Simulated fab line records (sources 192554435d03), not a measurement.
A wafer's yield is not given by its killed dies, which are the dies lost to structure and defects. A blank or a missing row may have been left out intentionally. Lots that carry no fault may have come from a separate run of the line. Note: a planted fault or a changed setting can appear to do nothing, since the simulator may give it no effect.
Which tool did it? | flow n5_finfet | 66 wafers from 22 lots sampled at 6 of the route's 1938 steps

## WHAT THE GAUGES READ, wafer by wafer
N5_ILD0_INSPECT_06: inspects for defects (darkfield). Usual: raw_defect_count 41, standard deviation 18.
lot  | measured    | on                | raw_defect_count | flag
L074 | day 3 16:22 | defect_inspect-01 | 43 23 42         |
L075 | day 4 01:24 | defect_inspect-01 | 34 22 18         |
L076 | day 4 05:52 | defect_inspect-01 | 17 40 80         |
L077 | day 4 15:40 | defect_inspect-01 | 42 35 71         |
L079 | day 5 01:08 | defect_inspect-02 | 58 64 32         |
L081 | day 5 23:10 | defect_inspect-02 | 19 35 19         |
L082 | day 6 00:41 | defect_inspect-02 | 39 59 42         |
L083 | day 6 03:50 | defect_inspect-02 | 35 35 22         |
L084 | day 6 06:34 | defect_inspect-02 | 43 59 40         |
L085 | day 6 19:04 | defect_inspect-01 | 62 33 27         |
L086 | day 7 01:36 | defect_inspect-02 | 36 41 96         |
L087 | day 7 06:11 | defect_inspect-01 | 34 61 35         |
L088 | day 7 09:07 | defect_inspect-01 | 13 27 17         |
L089 | day 7 14:51 | defect_inspect-02 | 34 39 57         |
L090 | day 7 19:43 | defect_inspect-02 | 39 41 23         |
L091 | day 7 23:23 | defect_inspect-02 | 62 50 67         |
L092 | day 8 05:59 | defect_inspect-01 | 27 18 27         |
L093 | day 8 12:28 | defect_inspect-02 | 50 36 74         |
L094 | day 8 19:20 | defect_inspect-02 | 21 27 51         |
L095 | day 9 00:01 | defect_inspect-01 | 25 49 51         |
L096 | day 9 10:19 | defect_inspect-02 | 16 38 73         |
L097 | day 9 14:56 | defect_inspect-01 | 53 31 52         |

N5_GATE_CUT_CD_MEAS_13 targets a cd of 20 nm. Usual: cd_nm 19.95 nm, standard deviation 0.28.
lot  | measured     | on        | cd_nm (nm)        | flag
L074 | day 4 09:57  | cd_sem-03 | 19.62 20.22 20.00 |
L075 | day 4 19:40  | cd_sem-03 | 19.92 19.46 19.51 |
L076 | day 5 04:49  | cd_sem-02 | 19.66 20.33 19.84 |
L077 | day 5 11:53  | cd_sem-02 | 19.83 20.18 19.86 |
L079 | day 5 21:47  | cd_sem-02 | 20.07 19.66 20.13 |
L081 | day 6 17:52  | cd_sem-01 | 20.25 19.92 20.57 |
L082 | day 6 18:27  | cd_sem-03 | 20.14 20.05 20.10 |
L083 | day 6 21:32  | cd_sem-02 | 19.85 20.06 20.36 |
L084 | day 7 00:14  | cd_sem-02 | 19.64 19.93 19.65 |
L085 | day 7 13:25  | cd_sem-01 | 19.72 19.52 19.48 |
L086 | day 7 20:53  | cd_sem-03 | 20.11 20.14 19.90 |
L087 | day 8 01:16  | cd_sem-01 | 19.95 19.73 19.81 |
L088 | day 8 06:35  | cd_sem-03 | 20.06 19.78 19.82 |
L089 | day 8 09:52  | cd_sem-01 | 20.02 20.16 19.92 |
L090 | day 8 15:38  | cd_sem-03 | 19.62 19.72 19.60 |
L091 | day 8 17:43  | cd_sem-02 | 20.44 19.93 20.06 |
L092 | day 9 02:01  | cd_sem-03 | 20.08 19.58 19.60 |
L093 | day 9 08:01  | cd_sem-03 | 20.28 20.48 19.98 |
L094 | day 9 16:36  | cd_sem-02 | 20.12 19.74 20.11 |
L095 | day 9 18:47  | cd_sem-01 | 20.15 19.49 19.26 |
L096 | day 10 08:59 | cd_sem-02 | 20.45 19.70 20.04 |
L097 | day 10 08:50 | cd_sem-03 | 19.98 19.85 20.54 |

## TOOL THAT RAN EACH LOT (tool first, then ch and the chambers of the sampled wafers, then the start)
lot  | N5_SD_EPI_P_ETCH_37               | N5_SDB_ALD_29                    | N5_GATE_CUT_STRIP_59              | N5_GATE_CUT_HM_DEP_46
L074 | rie_diel-06 ch 0,2,3, day 3 05:07 | ald_sin-02 ch 0,1, day 3 17:50   | rie_diel-04 ch 1,2, day 4 06:47   | pecvd-01 ch 0,1,2, day 4 09:37
L075 | rie_diel-06 ch 1,2,3, day 3 14:32 | ald_sin-03 ch 0,3, day 4 03:17   | rie_diel-02 ch 1,2, day 4 16:29   | pecvd-04 ch 1,2, day 4 19:20
L076 | rie_diel-02 ch 1,3, day 3 18:16   | ald_sin-03 ch 0,1,3, day 4 07:32 | rie_diel-02 ch 0,3, day 4 20:54   | pecvd-04 ch 1,2, day 5 04:29
L077 | rie_diel-02 ch 0,2,3, day 4 03:53 | ald_sin-03 ch 0,1,3, day 4 18:11 | rie_diel-06 ch 0,1,2, day 5 07:15 | pecvd-04 ch 0,2, day 5 11:26
L079 | rie_diel-06 ch 0,1,2, day 4 11:57 | ald_sin-03 ch 0,3, day 5 04:46   | rie_diel-04 ch 2,3, day 5 18:29   | pecvd-03 ch 0,2, day 5 21:19
L081 | rie_diel-06 ch 0,1, day 5 11:40   | ald_sin-02 ch 0,1,2, day 6 00:44 | rie_diel-06 ch 1,3, day 6 14:34   | pecvd-01 ch 0,1, day 6 17:24
L082 | rie_diel-06 ch 0,1, day 5 13:43   | ald_sin-03 ch 0,2, day 6 02:04   | rie_diel-04 ch 0,2, day 6 15:08   | pecvd-03 ch 0,1,2, day 6 17:59
L083 | rie_diel-04 ch 0,1,3, day 5 15:52 | ald_sin-02 ch 0,1,2, day 6 05:16 | rie_diel-02 ch 0,1,2, day 6 18:05 | pecvd-03 ch 0,2, day 6 21:05
L084 | rie_diel-02 ch 0,1,2, day 5 19:51 | ald_sin-03 ch 0,3, day 6 07:52   | rie_diel-04 ch 1,3, day 6 20:51   | pecvd-03 ch 0,1, day 6 23:46
L085 | rie_diel-02 ch 0,1,2, day 6 07:28 | ald_sin-01 ch 0,3, day 6 20:35   | rie_diel-02 ch 2,3, day 7 10:16   | pecvd-01 ch 0,1,2, day 7 13:05
L086 | rie_diel-02 ch 2,3, day 6 14:36   | ald_sin-01 ch 2,3, day 7 03:11   | rie_diel-02 ch 0,3, day 7 17:44   | pecvd-01 ch 0,1,2, day 7 20:32
L087 | rie_diel-06 ch 1,2,3, day 6 19:11 | ald_sin-02 ch 0,1,3, day 7 08:20 | rie_diel-04 ch 0,1,3, day 7 21:59 | pecvd-03 ch 0,1,2, day 8 00:48
L088 | rie_diel-02 ch 1,2, day 6 22:21   | ald_sin-02 ch 1,2,3, day 7 12:53 | rie_diel-04 ch 0,2,3, day 8 02:31 | pecvd-01 ch 0,1,2, day 8 06:13
L089 | rie_diel-02 ch 0,3, day 7 04:08   | ald_sin-03 ch 0,1,3, day 7 17:19 | rie_diel-02 ch 0,2,3, day 8 06:34 | pecvd-04 ch 0,2, day 8 09:23
L090 | rie_diel-06 ch 2,3, day 7 08:49   | ald_sin-03 ch 1,3, day 7 21:34   | rie_diel-04 ch 0,2,3, day 8 10:52 | pecvd-01 ch 1,2, day 8 15:18
L091 | rie_diel-02 ch 0,2,3, day 7 12:43 | ald_sin-02 ch 0,1,2, day 8 00:49 | rie_diel-06 ch 1,3, day 8 13:50   | pecvd-04 ch 0,1,2, day 8 17:14
L092 | rie_diel-06 ch 0,2,3, day 7 19:02 | ald_sin-01 ch 0,3, day 8 07:45   | rie_diel-04 ch 2,3, day 8 21:21   | pecvd-03 ch 0,1,2, day 9 01:41
L093 | rie_diel-06 ch 1,3, day 8 01:28   | ald_sin-01 ch 2,3, day 8 14:30   | rie_diel-02 ch 0,2, day 9 04:44   | pecvd-01 ch 0,1,2, day 9 07:34
L094 | rie_diel-04 ch 0,3, day 8 06:44   | ald_sin-01 ch 0,2,3, day 9 00:39 | rie_diel-02 ch 0,1, day 9 13:24   | pecvd-01 ch 0,1, day 9 16:16
L095 | rie_diel-06 ch 0,1, day 8 13:06   | ald_sin-02 ch 0,1,3, day 9 01:15 | rie_diel-06 ch 0,2, day 9 14:34   | pecvd-01 ch 0,1, day 9 18:25
L096 | rie_diel-02 ch 0,1,2, day 8 23:07 | ald_sin-02 ch 1,3, day 9 11:44   | rie_diel-06 ch 3, day 10 05:37    | pecvd-04 ch 0,1,2, day 10 08:40
L097 | rie_diel-06 ch 2,3, day 9 03:44   | ald_sin-01 ch 0,1,2, day 9 16:16 | rie_diel-02 ch 1,3, day 10 05:32  | pecvd-04 ch 0,1,2, day 10 08:22
- N5_SD_EPI_P_ETCH_37: etches SOC in N2/H2, overetch 108 nm, time 486 s.
- N5_SDB_ALD_29: deposits SiNx, target thk 30 nm, pulse time 1 s, ald cycles 600.
- N5_GATE_CUT_STRIP_59: strips in N2/H2, time 20 s.
- N5_GATE_CUT_HM_DEP_46: deposits SiO2 from TEOS/O2, target thk 130 nm, time 26.6 s.

## AS READ BY THE TOOLS THEMSELVES (means over the sampled wafers that have a number; for cases with no such wafer, the mark the record gives instead)
N5_SD_EPI_P_ETCH_37. Usual: chamber_pressure_mTorr 19.999 mTorr (standard deviation 0.018); drypump_motor_current_A 5.5 A (standard deviation 0.42); h2_flow_sccm 200.0 sccm (standard deviation 0.57); oes_product_au 0.69 a.u. (standard deviation 0.069); rf_vpp_V 240.2 V (standard deviation 1.3); showerhead_plenum_p_Torr 2.51 Torr (standard deviation 0.083); throttle_valve_pct 24.0 % (standard deviation 0.37).
lot  | tool        | chamber_pressure_mTorr (mTorr) | drypump_motor_current_A (A) | h2_flow_sccm (sccm) | oes_product_au (a.u.) | rf_vpp_V (V) | showerhead_plenum_p_Torr (Torr) | throttle_valve_pct (%) | flag
L074 | rie_diel-06 | 20.006                         | 5.2                         | 199.6               | 0.71                  | 239.7        | 2.52                            | 24.2                   |
L075 | rie_diel-06 | 19.988                         | 5.1                         | 199.8               | 0.64                  | 238.6        | 2.50                            | 24.2                   |
L076 | rie_diel-02 | 20.002                         | 5.6                         | 200.9               | 0.76                  | 239.6        | 2.46                            | 23.6                   |
L077 | rie_diel-02 | 19.992                         | 5.6                         | 200.2               | 0.67                  | 240.9        | 2.50                            | 23.8                   |
L079 | rie_diel-06 | 20.015                         | 5.1                         | 199.7               | 0.68                  | 239.2        | 2.51                            | 24.1                   |
L081 | rie_diel-06 | 20.003                         | 5.3                         | 199.8               | 0.73                  | 240.0        | 2.46                            | 24.2                   |
L082 | rie_diel-06 | 20.030                         | 5.2                         | 200.0               | 0.68                  | 238.8        | 2.44                            | 24.1                   |
L083 | rie_diel-04 | 19.993                         | 5.8                         | 200.1               | 0.67                  | 240.2        | 2.57                            | 23.8                   |
L084 | rie_diel-02 | 19.985                         | 5.9                         | 200.0               | 0.69                  | 240.4        | 2.50                            | 23.6                   |
L085 | rie_diel-02 | 20.005                         | 5.9                         | 199.8               | 0.69                  | 239.9        | 2.50                            | 23.6                   |
L086 | rie_diel-02 | 19.999                         | 5.6                         | 200.0               | 0.65                  | 240.1        | 2.50                            | 23.7                   |
L087 | rie_diel-06 | 19.998                         | 5.1                         | 199.5               | 0.63                  | 239.5        | 2.49                            | 24.2                   |
L088 | rie_diel-02 | 20.006                         | 5.8                         | 199.8               | 0.66                  | 240.0        | 2.51                            | 23.5                   |
L089 | rie_diel-02 | 19.989                         | 5.4                         | 199.7               | 0.69                  | 240.5        | 2.46                            | 24.1                   |
L090 | rie_diel-06 | 19.979                         | 5.0                         | 200.1               | 0.63                  | 240.4        | 2.55                            | 24.2                   |
L091 | rie_diel-02 | 19.991                         | 5.6                         | 200.6               | 0.66                  | 240.8        | 2.49                            | 23.9                   |
L092 | rie_diel-06 | 19.986                         | 5.2                         | 200.4               | 0.68                  | 240.4        | 2.51                            | 24.2                   |
L093 | rie_diel-06 | 20.002                         | 5.2                         | 199.3               | 0.79                  | 241.5        | 2.63                            | 23.8                   |
L094 | rie_diel-04 | 20.008                         | 5.4                         | 199.8               | 0.63                  | 240.9        | 2.60                            | 24.1                   |
L095 | rie_diel-06 | 19.986                         | 5.2                         | 200.2               | 0.81                  | 241.4        | 2.64                            | 23.8                   |
L096 | rie_diel-02 | 20.004                         | 5.9                         | 200.4               | 0.67                  | 240.7        | 2.49                            | 23.6                   |
L097 | rie_diel-06 | 19.995                         | 5.0                         | 199.9               | 0.78                  | 240.9        | 2.55                            | 23.9                   |

N5_SDB_ALD_29. Usual: chamber_pressure_Torr 2.000 Torr, standard deviation 0.0046; heater_power_outer_w 498 W, standard deviation 42; heater_power_w 809 W, standard deviation 66; precursor_pulse_height_rel 0.998, standard deviation 0.02.
lot  | tool       | chamber_pressure_Torr (Torr) | heater_power_outer_w (W) | heater_power_w (W) | precursor_pulse_height_rel | flag
L074 | ald_sin-02 | 1.998                        | 487                      | 831                | 0.982                      |
L075 | ald_sin-03 | 1.998                        | 504                      | 799                | 0.983                      |
L076 | ald_sin-03 | 1.999                        | 478                      | 764                | 1.007                      |
L077 | ald_sin-03 | 2.007                        | 483                      | 766                | 1.006                      |
L079 | ald_sin-03 | 2.002                        | 485                      | 762                | 1.002                      |
L081 | ald_sin-02 | 2.000                        | 479                      | 799                | 0.999                      |
L082 | ald_sin-03 | 2.001                        | 494                      | 778                | 1.009                      |
L083 | ald_sin-02 | 1.992                        | 467                      | 804                | 0.992                      |
L084 | ald_sin-03 | 2.003                        | 485                      | 762                | 1.013                      |
L085 | ald_sin-01 | 2.002                        | 524                      | 834                | 0.993                      |
L086 | ald_sin-01 | 2.002                        | 541                      | 840                | 0.990                      |
L087 | ald_sin-02 | 2.000                        | 488                      | 845                | 0.997                      |
L088 | ald_sin-02 | 2.001                        | 462                      | 788                | 0.979                      |
L089 | ald_sin-03 | 2.002                        | 482                      | 771                | 1.005                      |
L090 | ald_sin-03 | 1.998                        | 461                      | 770                | 1.018                      |
L091 | ald_sin-02 | 1.995                        | 473                      | 789                | 0.998                      |
L092 | ald_sin-01 | 2.000                        | 529                      | 841                | 1.009                      |
L093 | ald_sin-01 | 1.999                        | 543                      | 857                | 0.985                      |
L094 | ald_sin-01 | 1.999                        | 530                      | 819                | 1.001                      |
L095 | ald_sin-02 | 1.999                        | 481                      | 808                | 1.004                      |
L096 | ald_sin-02 | 2.003                        | 490                      | 827                | 1.002                      |
L097 | ald_sin-01 | 1.999                        | 522                      | 811                | 0.991                      |

N5_GATE_CUT_STRIP_59. Usual: chamber_pressure_mTorr 100.00 mTorr (standard deviation 0.09); drypump_motor_current_A 5.7 A (standard deviation 0.45); h2_flow_sccm 300.0 sccm (standard deviation 0.87); oes_product_au 0.76 a.u. (standard deviation 0.072); rf_vpp_V 45.2 V (standard deviation 0.82); showerhead_plenum_p_Torr 3.36 Torr (standard deviation 0.1); throttle_valve_pct 12.3 % (standard deviation 0.31).
lot  | tool        | chamber_pressure_mTorr (mTorr) | drypump_motor_current_A (A) | h2_flow_sccm (sccm) | oes_product_au (a.u.) | rf_vpp_V (V) | showerhead_plenum_p_Torr (Torr) | throttle_valve_pct (%) | flag
L074 | rie_diel-04 | 100.05                         | 6.2                         | 299.6               | 0.76                  | 45.2         | 3.48                            | 12.4                   |
L075 | rie_diel-02 | 99.97                          | 5.8                         | 300.1               | 0.75                  | 45.8         | 3.34                            | 12.0                   |
L076 | rie_diel-02 | 99.99                          | 5.4                         | 299.9               | 0.79                  | 44.9         | 3.28                            | 12.4                   |
L077 | rie_diel-06 | 100.04                         | 5.1                         | 299.6               | 0.76                  | 44.7         | 3.33                            | 12.4                   |
L079 | rie_diel-04 | 99.90                          | 5.6                         | 300.6               | 0.72                  | 45.0         | 3.52                            | 12.4                   |
L081 | rie_diel-06 | 100.10                         | 5.2                         | 299.5               | 0.70                  | 45.3         | 3.22                            | 12.6                   |
L082 | rie_diel-04 | 99.97                          | 6.0                         | 299.6               | 0.70                  | 45.5         | 3.45                            | 12.7                   |
L083 | rie_diel-02 | 100.05                         | 5.9                         | 300.2               | 0.77                  | 45.2         | 3.33                            | 12.2                   |
L084 | rie_diel-04 | 99.91                          | 5.7                         | 300.6               | 0.75                  | 45.2         | 3.48                            | 12.2                   |
L085 | rie_diel-02 | 100.10                         | 5.6                         | 301.2               | 0.71                  | 44.8         | 3.32                            | 12.3                   |
L086 | rie_diel-02 | 99.99                          | 5.7                         | 299.7               | 0.78                  | 45.4         | 3.31                            | 12.5                   |
L087 | rie_diel-04 | 100.03                         | 5.8                         | 300.0               | 0.73                  | 45.8         | 3.41                            | 12.3                   |
L088 | rie_diel-04 | 99.93                          | 5.7                         | 299.7               | 0.70                  | 45.7         | 3.44                            | 12.6                   |
L089 | rie_diel-02 | 99.97                          | 5.6                         | 300.0               | 0.73                  | 44.4         | 3.31                            | 12.4                   |
L090 | rie_diel-04 | 100.02                         | 5.7                         | 299.6               | 0.70                  | 45.5         | 3.44                            | 12.6                   |
L091 | rie_diel-06 | 100.04                         | 5.2                         | 299.5               | 0.89                  | 44.4         | 3.49                            | 12.1                   |
L092 | rie_diel-04 | 99.97                          | 5.9                         | 299.9               | 0.70                  | 44.6         | 3.50                            | 12.7                   |
L093 | rie_diel-02 | 99.94                          | 5.9                         | 300.2               | 0.72                  | 45.4         | 3.34                            | 12.4                   |
L094 | rie_diel-02 | 100.04                         | 6.0                         | 300.7               | 0.78                  | 44.9         | 3.31                            | 12.3                   |
L095 | rie_diel-06 | 99.97                          | 5.2                         | 300.5               | 0.87                  | 45.2         | 3.35                            | 12.1                   |
L096 | rie_diel-06 | 100.01                         | 5.3                         | 299.4               | 0.72                  | 45.7         | 3.23                            | 12.7                   |
L097 | rie_diel-02 | 99.98                          | 5.3                         | 299.9               | 0.79                  | 44.9         | 3.24                            | 12.3                   |

N5_GATE_CUT_HM_DEP_46. Usual: chamber_pressure_Torr 6.500 Torr, standard deviation 0.014; heater_power_outer_w 327 W, standard deviation 68; heater_power_w 589 W, standard deviation 88; showerhead_plenum_p_Torr 8.33 Torr, standard deviation 0.035; throttle_valve_pct 18.3 %, standard deviation 0.96.
lot  | tool     | chamber_pressure_Torr (Torr) | heater_power_outer_w (W) | heater_power_w (W) | showerhead_plenum_p_Torr (Torr) | throttle_valve_pct (%) | flag
L074 | pecvd-01 | 6.512                        | 334                      | 585                | 8.33                            | 18.7                   |
L075 | pecvd-04 | 6.502                        | 289                      | 526                | 8.37                            | 17.4                   |
L076 | pecvd-04 | 6.510                        | 288                      | 530                | 8.37                            | 17.5                   |
L077 | pecvd-04 | 6.510                        | 311                      | 566                | 8.35                            | 17.5                   |
L079 | pecvd-03 | 6.494                        | 346                      | 657                | 8.33                            | 18.5                   |
L081 | pecvd-01 | 6.501                        | 305                      | 562                | 8.32                            | 19.0                   |
L082 | pecvd-03 | 6.498                        | 338                      | 635                | 8.33                            | 18.5                   |
L083 | pecvd-03 | 6.520                        | 355                      | 672                | 8.33                            | 18.5                   |
L084 | pecvd-03 | 6.496                        | 297                      | 561                | 8.30                            | 19.0                   |
L085 | pecvd-01 | 6.508                        | 307                      | 547                | 8.33                            | 18.7                   |
L086 | pecvd-01 | 6.507                        | 323                      | 568                | 8.32                            | 18.9                   |
L087 | pecvd-03 | 6.497                        | 324                      | 617                | 8.32                            | 18.4                   |
L088 | pecvd-01 | 6.501                        | 293                      | 529                | 8.34                            | 18.8                   |
L089 | pecvd-04 | 6.509                        | 326                      | 582                | 8.32                            | 17.5                   |
L090 | pecvd-01 | 6.501                        | 279                      | 543                | 8.33                            | 19.6                   |
L091 | pecvd-04 | 6.502                        | 319                      | 567                | 8.33                            | 17.5                   |
L092 | pecvd-03 | 6.509                        | 356                      | 649                | 8.31                            | 18.3                   |
L093 | pecvd-01 | 6.499                        | 312                      | 559                | 8.33                            | 18.8                   |
L094 | pecvd-01 | 6.503                        | 282                      | 546                | 8.32                            | 19.1                   |
L095 | pecvd-01 | 6.483                        | 358                      | 604                | 8.32                            | 18.4                   |
L096 | pecvd-04 | 6.495                        | 320                      | 581                | 8.33                            | 17.7                   |
L097 | pecvd-04 | 6.473                        | 359                      | 630                | 8.35                            | 17.7                   |

## THE ANSWER, worked out from the rows above alone
Rule: a lot counts as off when the mean over its wafers that have a number is more than 3 standard deviations away from the usual mean. Also off: a lot with no number at a reading for which 4 or more lots have one. All remaining lots with rows at the step are treated as sound. Order of review: gauges by route order, followed by the tools' own readings, for which a lot's mean as printed above is used. The first step at which some lot is off is used, and at that step the reading that is off furthest; a lot without a number counts as furthest.
No lot is off at any reading shown: from this, nothing can be told.

## WHAT THE SIMULATOR PUT IN
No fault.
